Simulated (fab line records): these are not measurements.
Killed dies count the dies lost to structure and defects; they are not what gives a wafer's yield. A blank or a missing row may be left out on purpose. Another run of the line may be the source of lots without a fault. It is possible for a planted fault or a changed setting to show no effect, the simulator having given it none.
fab line records	flow nand_harc
[record] lots = 6	wafers = 18	last_day = 34
route steps=1302 shown A_STAIRCASE@666 END@1302
lots that met no fault: taken from a fault-free run of the same line
start_h: the number of hours between the record's first day and the start of the first shown wafer of the lot	wait_h: hours since the lot's step before	" unchanged from the row above	L1.1+2: several wafers, shown together as one row	- no value, or no start was given	* or withheld: withheld	< > ~ a bound
route shown NAME@n: NAME is a module with steps in the file, n the number in the route of the first one	usual: the fault-free wafers' mean and standard deviation	same: alike in all rows	chamber/n: place in a boat	sites: per-site readings	_std_site: standard deviation across them	_edge_site: outer sites' mean less inner sites'	radius_mm: for every site, how far away it sits from the centre of the wafer	mask NAME#n: copy n	behind: tool/chamber where the wafer was last shaped	hold: why the lot was held/for how many hours/how that ended	device: transistor that didn't switch, given as n, p or np	end of line: tests run on the same wafers once the route is complete	a step given without rows: its recipe and nothing more	killed: dies that structure and defects cost at the first sort, which is not the same as the wafer's yield	map: the dies of a wafer, with x for killed, . for not killed, _ for no die there
set.NAME: the setting as run; set.NAME@STEP: as run at that earlier step	model.NAME: the simulator's own value behind a step, which no gauge read
certain route steps with their lots: each step a table, each wafer a row
services: a tool's chamber out of use, with start hour (start_h, from the record's first day; less than 0 if before it), hours out, and reason
[[steps]]
[step NHARC_A_STAIRCASE_HARDBAKE_10]
[recipe] temp_c = 120	time_s = 140
[step NHARC_A_STAIRCASE_DESCUM_11]
[recipe] time_s = 3	o2_flow_sccm = 200	ar_flow_sccm = 0	bias_power_w = 0	chemistry = O2
[usual] chamber_pressure_mTorr = 60.00/0.054	drypump_motor_current_A = 5.8/0.43	mfc_ar_sccm = 0.012/0.014	oes_product_au = 1.002/0.0084	rf_vpp_V = 57.8/0.97	showerhead_plenum_p_Torr = 1.93/0.1	throttle_valve_pct = 11.313/0.0094
lot.wafer	tool	chamber	start_h	wait_h	chamber_pressure_mTorr	drypump_motor_current_A	mfc_ar_sccm	oes_product_au	rf_hours_counter_h	rf_vpp_V	showerhead_plenum_p_Torr	throttle_valve_pct
L652.2	rie_diel-06	3	378.27	-	59.94	5.4	0.007	1.025	24	56.4	1.84	11.318
L652.4	"	0	"	"	60.04	6.5	0.036	1.010	20	58.3	1.98	11.310
L652.1	"	2	"	"	60.01	5.3	0	1.009	23	57.0	1.83	11.315
L656.2	rie_diel-01	2	398.44	-	60.10	5.8	0	0.996	3	58.9	2.02	11.317
L656.6	"	0	"	"	59.92	5.3	0.039	1.011	-	59.1	2.06	11.325
L656.5	"	1	"	"	60.00	5.6	0	0.997	-	58.2	1.78	11.322
L659.3	rie_diel-13	1	426.95	-	60.04	5.6	0	0.995	28	55.8	1.85	11.323
L659.4	"	0	"	"	60.02	5.4	0.010	1.006	32	58.5	2.07	11.303
L659.6	"	1	"	"	60.00	5.6	0	1.005	-	58.3	1.85	11.301
L661.1	rie_diel-06	2	456.55	-	60.05	5.3	0	1.004	52	56.7	1.82	11.322
L661.3	"	1	"	"	60.04	5.9	0.022	1.003	50	58.3	1.78	11.319
L661.5	"	3	"	"	59.99	5.4	0.007	1.026	-	57.7	1.83	11.337
L669.2	rie_diel-13	2	548.34	-	59.98	6.2	0	1.002	11	56.9	1.95	11.320
L669.1	"	0	"	"	60.01	5.4	0.010	1.000	10	58.9	2.05	11.318
L669.3	"	1	"	"	60.02	5.6	0	1.007	10	56.5	1.83	11.301
L671.3	rie_diel-06	1	562.12	-	59.95	5.9	0.022	1.003	27	58.6	2.07	11.308
L671.6	"	3	"	"	59.98	5.4	0.007	1.016	-	57.5	1.82	11.321
L671.5	"	0	"	"	60.07	6.5	0.036	1.010	-	57.2	1.96	11.325
[step NHARC_A_STAIRCASE_TRIM_12]
[recipe] time_s = 211.2	o2_flow_sccm = 500	ar_flow_sccm = 0	bias_w = 0	chemistry = O2
[usual] chamber_pressure_mTorr = 60.00/0.056	drypump_motor_current_A = 5.9/0.43	mfc_ar_sccm = 0.011/0.013	oes_product_au = 1.001/0.0077	rf_vpp_V = 57.9/0.88	run_length_s = 232.4/0.47	showerhead_plenum_p_Torr = 3.55/0.17	throttle_valve_pct = 17.038/0.01
lot.wafer	tool	chamber	start_h	wait_h	chamber_pressure_mTorr	drypump_motor_current_A	mfc_ar_sccm	oes_product_au	rf_hours_counter_h	rf_vpp_V	run_length_s	showerhead_plenum_p_Torr	throttle_valve_pct
L652.4	rie_diel-06	1	378.35	0.1	59.97	5.9	0.022	1.000	19	58.1	233.1	3.31	17.036
L652.1	"	2	"	"	60.08	5.3	0	1.007	23	58.7	231.9	3.39	17.028
L652.2	"	3	"	"	59.94	5.4	0.007	1.018	24	57.2	233.0	3.40	17.022
L656.2	rie_diel-01	2	398.53	0.1	60.03	5.8	0	0.993	3	57.0	233.0	3.72	17.037
L656.5	"	0	"	"	60.03	5.3	0.039	1.000	-	58.2	232.2	3.78	17.047
L656.6	"	1	"	"	60.10	5.6	0	1.005	-	57.3	232.2	3.31	17.027
L659.4	rie_diel-13	3	427.04	0.1	60.03	6.2	0.013	0.997	25	58.2	231.8	3.64	17.038
L659.3	"	1	"	"	60.01	5.6	0	1.002	28	57.0	232.1	3.41	17.046
L659.6	"	0	"	"	59.97	5.4	0.010	1.006	-	59.4	231.8	3.79	17.019
L661.3	rie_diel-06	0	456.69	0.1	60.00	6.5	0.036	1.005	48	58.4	232.5	3.62	17.040
L661.1	"	1	"	"	60.02	5.9	0.022	0.993	50	58.3	232.7	3.29	17.055
L661.5	"	0	"	"	59.94	6.5	0.036	1.004	-	58.9	232.3	3.62	17.056
L669.1	rie_diel-13	0	548.42	0.1	60.00	5.4	0.010	1.005	10	59.3	231.7	3.76	17.037
L669.2	"	1	"	"	60.10	5.6	0	0.987	10	57.4	232.0	3.39	17.022
L669.3	"	2	"	"	60.00	6.2	0	0.999	11	57.6	232.5	3.60	17.034
L671.3	rie_diel-06	3	562.20	0.1	59.95	5.3	0.007	1.006	19	58.2	232.9	3.37	17.039
L671.6	"	2	"	"	59.96	5.3	0	0.989	-	57.7	232.0	3.35	17.056
L671.5	"	3	"	"	60.04	5.4	0.007	1.001	-	57.6	232.4	3.37	17.026
[step NHARC_A_STAIRCASE_ETCH_13]
[recipe] target_depth_a = 1000	time_s = 40.5	ion_energy_ev = 400	c4f8_flow_sccm = 20	o2_flow_sccm = 10	ar_flow_sccm = withheld	rf_w = 600	bias_w = 1000	chemistry = C4F8/O2
[step NHARC_A_STAIRCASE_TRIM_14]
[recipe] time_s = 211.2	o2_flow_sccm = 500	ar_flow_sccm = 0	bias_w = 0	chemistry = O2
[usual] chamber_pressure_mTorr = 59.99/0.047	drypump_motor_current_A = 5.9/0.43	mfc_ar_sccm = 0.011/0.013	oes_product_au = 1.001/0.0082	rf_vpp_V = 57.9/0.94	run_length_s = 232.4/0.47	showerhead_plenum_p_Torr = 3.55/0.17	throttle_valve_pct = 17.037/0.0083
lot.wafer	tool	chamber	start_h	wait_h	chamber_pressure_mTorr	drypump_motor_current_A	mfc_ar_sccm	oes_product_au	rf_hours_counter_h	rf_vpp_V	run_length_s	showerhead_plenum_p_Torr	throttle_valve_pct
L652.2	rie_diel-06	1	-	-	60.02	6.0	0.022	1.004	19	57.9	232.9	3.31	17.025
L652.4	"	3	"	"	59.98	5.4	0.007	1.025	24	58.4	232.6	3.40	17.049
L652.1	"	0	"	"	59.91	6.5	0.036	1.001	20	56.7	232.0	3.64	17.016
L656.2	rie_diel-01	1	-	-	59.96	5.6	0	1.003	4	56.3	232.3	3.31	17.039
L656.5	"	1	"	"	59.96	5.6	0	1.014	-	56.6	232.5	3.31	17.050
L656.6	"	2	"	"	59.99	5.8	0	1.000	-	58.5	232.8	3.72	17.027
L659.3	rie_diel-13	3	-	-	60.10	6.3	0.013	0.996	25	59.6	231.6	3.64	17.034
L659.4	"	2	"	"	59.97	6.3	0	0.992	27	58.9	232.7	3.62	17.044
L659.6	"	3	"	"	59.94	6.3	0.013	0.998	-	58.5	231.5	3.64	17.050
L661.1	rie_diel-06	2	-	-	60.04	5.3	0	1.004	53	57.7	232.3	3.37	17.030
L661.3	"	3	"	"	60.00	5.4	0.007	1.013	51	56.8	232.5	3.39	17.027
L661.5	"	1	"	"	59.94	5.9	0.022	1.007	-	57.1	232.7	3.29	17.039
L669.2	rie_diel-13	1	-	-	60.09	5.6	0	1.001	11	57.7	232.2	3.39	17.048
L669.1	"	2	"	"	60.03	6.2	0	1.003	11	56.8	232.9	3.59	17.034
L669.3	"	3	"	"	60.00	6.3	0.013	1.010	2	57.1	232.1	3.62	17.039
L671.3	rie_diel-06	0	-	-	60.04	6.5	0.036	1.010	21	57.7	232.4	3.61	17.029
L671.5	"	1	"	"	59.98	6.0	0.022	1.006	-	58.0	233.4	3.79	17.034
L671.6	"	2	"	"	59.99	5.3	0	1.001	-	58.1	232.1	3.36	17.044
[step NHARC_A_STAIRCASE_ETCH_15]
[recipe] target_depth_a = 1000	time_s = 40.5	ion_energy_ev = 400	c4f8_flow_sccm = 20	o2_flow_sccm = 10	ar_flow_sccm = withheld	rf_w = 600	bias_w = 1000	chemistry = C4F8/O2
[usual] chamber_pressure_mTorr = 25.000/0.023	oes_product_au = 0.944/0.0094	rf_vpp_V = 896/6.5
lot.wafer	tool	chamber	start_h	wait_h	chamber_pressure_mTorr	oes_product_au	rf_hours_counter_h	rf_vpp_V
L652.1	rie_diel-06	0	-	-	25.023	0.947	20	900
L652.2	"	1	"	"	24.990	0.937	19	888
L652.4	"	3	"	"	25.038	0.951	24	893
L656.2	rie_diel-01	2	-	-	25.013	0.931	3	903
L656.5	"	1	"	"	25.007	0.925	-	888
L656.6	"	2	"	"	25.023	0.922	-	903
L659.3	rie_diel-13	2	-	-	24.970	0.958	27	898
L659.4	"	1	"	"	25.046	0.930	28	892
L659.6	"	3	"	"	25.019	0.951	-	900
L661.1	rie_diel-06	1	-	-	25.008	0.940	50	887
L661.3	"	3	"	"	24.968	0.953	51	892
L661.5	"	1	"	"	25.027	0.941	-	887
L669.3	rie_diel-13	0	-	-	24.972	0.962	10	904
L669.1	"	1	"	"	24.980	0.945	11	891
L669.2	"	2	"	"	25.006	0.950	11	898
L671.3	rie_diel-06	1	-	-	25.019	0.941	27	905
L671.5	"	1	"	"	25.023	0.941	-	906
L671.6	"	2	"	"	25.011	0.954	-	889
[step NHARC_A_STAIRCASE_TRIM_16]
[recipe] time_s = 211.2	o2_flow_sccm = 500	ar_flow_sccm = 0	bias_w = 0	chemistry = O2
[step NHARC_A_STAIRCASE_ETCH_17]
[recipe] target_depth_a = 1000	time_s = 40.5	ion_energy_ev = 400	c4f8_flow_sccm = 20	o2_flow_sccm = 10	ar_flow_sccm = withheld	rf_w = 600	bias_w = 1000	chemistry = C4F8/O2
[step NHARC_A_STAIRCASE_TRIM_18]
[recipe] time_s = 211.2	o2_flow_sccm = 500	ar_flow_sccm = 0	bias_w = 0	chemistry = O2
[step NHARC_A_STAIRCASE_ETCH_19]
[recipe] target_depth_a = 1000	time_s = 40.5	ion_energy_ev = 400	c4f8_flow_sccm = 20	o2_flow_sccm = 10	ar_flow_sccm = withheld	rf_w = 600	bias_w = 1000	chemistry = C4F8/O2
[step NHARC_A_STAIRCASE_TRIM_20]
[recipe] time_s = 211.2	o2_flow_sccm = 500	ar_flow_sccm = 0	bias_w = 0	chemistry = O2
[usual] chamber_pressure_mTorr = 60.00/0.05	drypump_motor_current_A = 5.8/0.44	mfc_ar_sccm = 0.011/0.013	oes_product_au = 1.001/0.0081	rf_vpp_V = 57.9/0.94	run_length_s = 232.5/0.46	showerhead_plenum_p_Torr = 3.55/0.17	throttle_valve_pct = 17.036/0.0081
lot.wafer	tool	chamber	start_h	wait_h	chamber_pressure_mTorr	drypump_motor_current_A	mfc_ar_sccm	oes_product_au	rf_hours_counter_h	rf_vpp_V	run_length_s	showerhead_plenum_p_Torr	throttle_valve_pct
L652.2	rie_diel-13	2	379.44	0.1	59.97	6.2	0	1.006	8	57.9	233.1	3.63	17.044
L652.1	"	3	"	"	59.98	6.3	0.013	1.001	4	57.3	231.6	3.65	17.033
L652.4	"	1	"	"	60.01	5.6	0	0.997	10	56.2	232.3	3.42	17.041
L656.2	rie_diel-01	2	399.66	0.1	59.93	5.8	0	0.985	4	58.6	233.2	3.72	17.056
L656.6	"	1	"	"	59.87	5.6	0	1.006	-	56.5	232.4	3.31	17.028
L656.5	"	2	"	"	59.98	5.8	0	0.993	-	57.8	233.0	3.72	17.041
L659.3	rie_diel-01	3	428.20	0.1	60.02	6.6	0.013	0.995	13	56.8	310.2	3.40	17.025
L659.4	"	1	"	"	59.99	5.6	0	1.001	12	58.2	309.5	3.30	17.028
L659.6	"	0	"	"	60.01	5.4	0.039	0.990	-	58.7	309.3	3.77	17.033
L661.1	rie_diel-01	2	457.84	0.1	59.99	5.8	0	1.001	21	57.2	310.2	3.71	17.061
L661.3	"	0	"	"	60.03	5.4	0.039	0.997	22	59.7	309.3	3.77	17.019
L661.5	"	3	"	"	60.11	6.6	0.013	1.005	-	57.9	309.7	3.39	17.042
L669.1	rie_diel-13	1	549.45	0.1	59.99	5.7	0	0.999	11	56.7	232.5	3.39	17.037
L669.2	"	2	"	"	59.97	6.2	0	1.005	11	58.8	232.6	3.59	17.040
L669.3	"	3	"	"	59.92	6.3	0.013	1.010	2	56.5	231.6	3.62	17.033
L671.3	rie_diel-13	0	563.25	0.1	59.92	5.4	0.010	1.009	15	57.3	231.8	3.76	17.044
L671.5	"	2	"	"	60.08	6.2	0	0.999	-	56.7	232.8	3.59	17.040
L671.6	"	3	"	"	60.02	6.3	0.013	1.005	-	57.7	232.1	3.62	17.039
[step NHARC_A_STAIRCASE_ETCH_21]
[recipe] target_depth_a = 1000	time_s = 40.5	ion_energy_ev = 400	c4f8_flow_sccm = 20	o2_flow_sccm = 10	ar_flow_sccm = withheld	rf_w = 600	bias_w = 1000	chemistry = C4F8/O2
[usual] chamber_pressure_mTorr = 25.001/0.022	oes_product_au = 0.957/0.014	rf_vpp_V = 897/6.5
lot.wafer	tool	chamber	start_h	wait_h	chamber_pressure_mTorr	oes_product_au	rf_hours_counter_h	rf_vpp_V
L652.2	rie_diel-13	2	-	-	25.007	0.976	8	899
L652.4	"	3	"	"	24.993	0.967	4	900
L652.1	"	1	"	"	25.010	0.979	10	892
L656.2	rie_diel-01	1	-	-	25.029	0.941	4	888
L656.6	"	1	"	"	24.998	0.948	-	888
L656.5	"	2	"	"	24.996	0.942	-	903
L659.3	rie_diel-01	1	-	-	24.971	0.964	12	889
L659.4	"	3	"	"	24.994	0.959	14	893
L659.6	"	1	"	"	25.027	0.971	-	887
L661.1	rie_diel-01	1	-	-	25.004	0.979	21	887
L661.3	"	0	"	"	25.020	0.973	22	906
L661.5	"	2	"	"	24.996	0.957	-	904
L669.3	rie_diel-13	1	-	-	25.020	0.949	11	892
L669.1	"	3	"	"	24.989	0.952	2	900
L669.2	"	0	"	"	24.938	0.955	11	906
L671.3	rie_diel-13	1	-	-	25.008	0.979	15	892
L671.5	"	3	"	"	25.031	0.959	-	898
L671.6	"	0	"	"	24.992	0.975	-	903
[step NHARC_END_SORT_01]
[recipe] temp_c = 25
[usual] killed_at_array = 58/20	killed_at_other = 0.9/1.4	killed_at_periphery = 4/3.1	killed_dies = 63/20	killed_open = 3.3/1.8	killed_short = 2.4/1.5
[same] gross_dies = 677
lot.wafer	tool	chamber	start_h	wait_h	killed_at_array	killed_at_other	killed_at_periphery	killed_dies	killed_open	killed_short
L659.3	prober-02	0	658.61	3.1	675	0	2	677	1	2
L659.4	prober-02	0	659.41	3.4	676	0	1	677	5	4
L659.6	prober-02	0	661.01	4.0	675	1	1	677	2	3
L661.1	prober-01	0	673.71	2.5	674	1	2	677	8	5
L661.3	prober-01	0	675.29	3.1	677	0	0	677	1	4
L661.5	prober-01	0	676.87	3.6	676	0	1	677	1	2
L669.1	prober-01	0	771.30	2.5	48	1	7	56	4	2
L669.2	prober-01	0	772.09	2.8	31	0	11	42	4	3
L669.3	prober-01	0	772.89	3.1	31	0	13	44	1	1
// killed by level:class
L659.3 A_STAIRCASE:area_trim=654 A_CHANNEL_HOLE_D2:chamber_film_flake=6 A_CHANNEL_FILL_D1:chamber_film_flake=4 A_CHANNEL_FILL_D1:geometric_particle:short=2 A_CHANNEL_HOLE_D1:chamber_film_flake=2 A_STAIRCASE:chamber_film_flake=2 P_M0:geometric_particle:open=1 P_GATE:chamber_film_flake=1
L659.4 A_STAIRCASE:area_trim=638 A_CHANNEL_HOLE_D2:chamber_film_flake=15 A_CHANNEL_HOLE_D1:chamber_film_flake=5 A_SLIT:chamber_film_flake=3 A_CHANNEL_FILL_D2:geometric_particle:short=2 A_M0:geometric_particle:open=2 A_ONON_D1:geometric_particle:short=1 A_CHANNEL_FILL_D1:geometric_particle:open=1
L659.6 A_STAIRCASE:area_trim=644 A_CHANNEL_HOLE_D1:chamber_film_flake=9 A_CHANNEL_HOLE_D2:chamber_film_flake=8 A_STAIRCASE:chamber_film_flake=5 A_CHANNEL_FILL_D1:chamber_film_flake=2 A_DECK1_JOINT:geometric_particle:open=1 A_CHANNEL_HOLE_D2:geometric_particle:short=1 A_CHANNEL_FILL_D2:geometric_particle:open=1
L661.1 A_STAIRCASE:area_trim=599 A_SLIT:chamber_film_flake=30 A_CHANNEL_HOLE_D1:chamber_film_flake=23 A_CONTACT:chamber_film_flake=7 A_M0:geometric_particle:open=2 P_M2:geometric_particle:short=1 A_ONON_D1:geometric_particle:open=1 A_ONON_D1:geometric_particle:short=1
L661.3 A_STAIRCASE:area_trim=606 A_CHANNEL_HOLE_D1:chamber_film_flake=40 A_SLIT:chamber_film_flake=18 A_CONTACT:chamber_film_flake=4 A_CHANNEL_FILL_D1:geometric_particle:short=1 A_ONON_D2:geometric_particle:short=1 A_CHANNEL_FILL_D2:geometric_particle:short=1 A_WL_FILL:geometric_particle:open=1
L661.5 A_STAIRCASE:area_trim=613 A_CHANNEL_HOLE_D1:chamber_film_flake=35 A_SLIT:chamber_film_flake=16 A_CONTACT:chamber_film_flake=5 A_STAIRCASE:chamber_film_flake=2 A_CHANNEL_HOLE_D2:geometric_particle:open=1 A_CHANNEL_FILL_D2:geometric_particle:short=1 A_WL_FILL:geometric_particle:short=1
L669.1 A_SLIT:chamber_film_flake=24 A_CHANNEL_HOLE_D1:chamber_film_flake=11 P_STI:chamber_film_flake=2 P_GATE:chamber_film_flake=2 P_M0:chamber_film_flake=2 A_BONDPAD:chamber_film_flake=2 A_CHANNEL_HOLE_D2:chamber_film_flake=2 A_STAIRCASE:chamber_film_flake=2
L669.2 A_SLIT:chamber_film_flake=17 P_STI:chamber_film_flake=5 P_M0:chamber_film_flake=4 A_CHANNEL_HOLE_D1:chamber_film_flake=4 A_ONON_D1:geometric_particle:short=2 A_M1:geometric_particle:open=2 P_GATE:chamber_film_flake=2 A_CHANNEL_FILL_D1:geometric_particle:open=1
L669.3 A_SLIT:chamber_film_flake=16 A_CHANNEL_HOLE_D1:chamber_film_flake=7 P_GATE:chamber_film_flake=6 P_STI:chamber_film_flake=3 P_M0:chamber_film_flake=3 A_CONTACT:chamber_film_flake=2 A_BONDPAD:chamber_film_flake=2 A_ONON_D1:geometric_particle:short=1
// map L659.3 (x killed, . not)
____________x____________
_________xxxxxxx_________
_______xxxxxxxxxxx_______
______xxxxxxxxxxxxx______
_____xxxxxxxxxxxxxxx_____
____xxxxxxxxxxxxxxxxx____
____xxxxxxxxxxxxxxxxx____
___xxxxxxxxxxxxxxxxxxx___
___xxxxxxxxxxxxxxxxxxx___
__xxxxxxxxxxxxxxxxxxxxx__
__xxxxxxxxxxxxxxxxxxxxx__
_xxxxxxxxxxxxxxxxxxxxxxx_
_xxxxxxxxxxxxxxxxxxxxxxx_
_xxxxxxxxxxxxxxxxxxxxxxx_
_xxxxxxxxxxxxxxxxxxxxxxx_
_xxxxxxxxxxxxxxxxxxxxxxx_
xxxxxxxxxxxxxxxxxxxxxxxxx
xxxxxxxxxxxxxxxxxxxxxxxxx
xxxxxxxxxxxxxxxxxxxxxxxxx
xxxxxxxxxxxxxxxxxxxxxxxxx
xxxxxxxxxxxxxxxxxxxxxxxxx
_xxxxxxxxxxxxxxxxxxxxxxx_
_xxxxxxxxxxxxxxxxxxxxxxx_
_xxxxxxxxxxxxxxxxxxxxxxx_
_xxxxxxxxxxxxxxxxxxxxxxx_
_xxxxxxxxxxxxxxxxxxxxxxx_
__xxxxxxxxxxxxxxxxxxxxx__
__xxxxxxxxxxxxxxxxxxxxx__
___xxxxxxxxxxxxxxxxxxx___
___xxxxxxxxxxxxxxxxxxx___
____xxxxxxxxxxxxxxxxx____
____xxxxxxxxxxxxxxxxx____
_____xxxxxxxxxxxxxxx_____
______xxxxxxxxxxxxx______
_______xxxxxxxxxxx_______
_________xxxxxxx_________
____________x____________
// map L661.1 (x killed, . not)
____________x____________
_________xxxxxxx_________
_______xxxxxxxxxxx_______
______xxxxxxxxxxxxx______
_____xxxxxxxxxxxxxxx_____
____xxxxxxxxxxxxxxxxx____
____xxxxxxxxxxxxxxxxx____
___xxxxxxxxxxxxxxxxxxx___
___xxxxxxxxxxxxxxxxxxx___
__xxxxxxxxxxxxxxxxxxxxx__
__xxxxxxxxxxxxxxxxxxxxx__
_xxxxxxxxxxxxxxxxxxxxxxx_
_xxxxxxxxxxxxxxxxxxxxxxx_
_xxxxxxxxxxxxxxxxxxxxxxx_
_xxxxxxxxxxxxxxxxxxxxxxx_
_xxxxxxxxxxxxxxxxxxxxxxx_
xxxxxxxxxxxxxxxxxxxxxxxxx
xxxxxxxxxxxxxxxxxxxxxxxxx
xxxxxxxxxxxxxxxxxxxxxxxxx
xxxxxxxxxxxxxxxxxxxxxxxxx
xxxxxxxxxxxxxxxxxxxxxxxxx
_xxxxxxxxxxxxxxxxxxxxxxx_
_xxxxxxxxxxxxxxxxxxxxxxx_
_xxxxxxxxxxxxxxxxxxxxxxx_
_xxxxxxxxxxxxxxxxxxxxxxx_
_xxxxxxxxxxxxxxxxxxxxxxx_
__xxxxxxxxxxxxxxxxxxxxx__
__xxxxxxxxxxxxxxxxxxxxx__
___xxxxxxxxxxxxxxxxxxx___
___xxxxxxxxxxxxxxxxxxx___
____xxxxxxxxxxxxxxxxx____
____xxxxxxxxxxxxxxxxx____
_____xxxxxxxxxxxxxxx_____
______xxxxxxxxxxxxx______
_______xxxxxxxxxxx_______
_________xxxxxxx_________
____________x____________
[[services]]
tool	chamber	start_h	hours	kind
rie_diel-13	0	375.50	-	clean
rie_diel-13	1	375.50	-	clean
rie_diel-13	2	375.50	-	clean
rie_diel-13	3	375.50	-	clean
rie_diel-01	-	382.39	9.0	pm
rie_diel-13	1	384.78	2.4	repair
rie_diel-13	0	400.00	-	clean
rie_diel-13	1	400.00	-	clean
rie_diel-13	2	400.00	-	clean
rie_diel-13	3	400.00	-	clean
rie_diel-06	-	419.89	0.2	repair
rie_diel-13	0	424.50	-	clean
rie_diel-13	1	424.50	-	clean
rie_diel-13	2	424.50	-	clean
rie_diel-13	3	424.50	-	clean
rie_diel-13	0	449.00	-	clean
rie_diel-13	1	449.00	-	clean
rie_diel-13	2	449.00	-	clean
rie_diel-01	3	481.29	5.7	repair
rie_diel-06	-	484.56	9.0	pm
rie_diel-06	3	493.93	7.9	repair
rie_diel-13	-	519.00	9.0	pm
rie_diel-13	3	528.26	14.9	repair
rie_diel-01	-	559.39	9.0	pm
[[key]]
[first_sign] step = NHARC_A_STAIRCASE_TRIM_20	reading = run_length_s	direction = up	sigmas = 99+	usual = *	struck = *
[effect] step = NHARC_END_SORT_01	reading = killed_at_array	direction = up	sigmas = 32	usual = 58	struck = 676
[more_kills_born_at] NHARC_A_STAIRCASE_TRIM_20@rie_diel-01 = 3754
met_at NHARC_A_STAIRCASE_TRIM_20
struck_wafers L659.3,L659.4,L659.6,L661.1,L661.3,L661.5
later_rows_left_out L659.3,L659.4,L659.6,L661.1,L661.3,L661.5
tester_left_out L659,L661
onset_between 399.66 428.20
[fault] kind = process_parameter_drift	tool = rie_diel-01	chamber = -	onset_h = 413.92	steps = NHARC_A_STAIRCASE_TRIM_20	channel = time_s	offset = *	shape = step	end_h = 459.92	acts_in = *	stated = *
// tester_left_out: of these lots the tester's yield and bins aren't shown, on N5 and GAA mostly nor the transistor test; their killed dies are dies lost to structure and defects alone, not to doping, threshold or leakage, so they don't give the yield
// later_rows_left_out: the simulator's readings of these wafers behind a module that went badly wrong aren't trusted and aren't shown, but for the sort
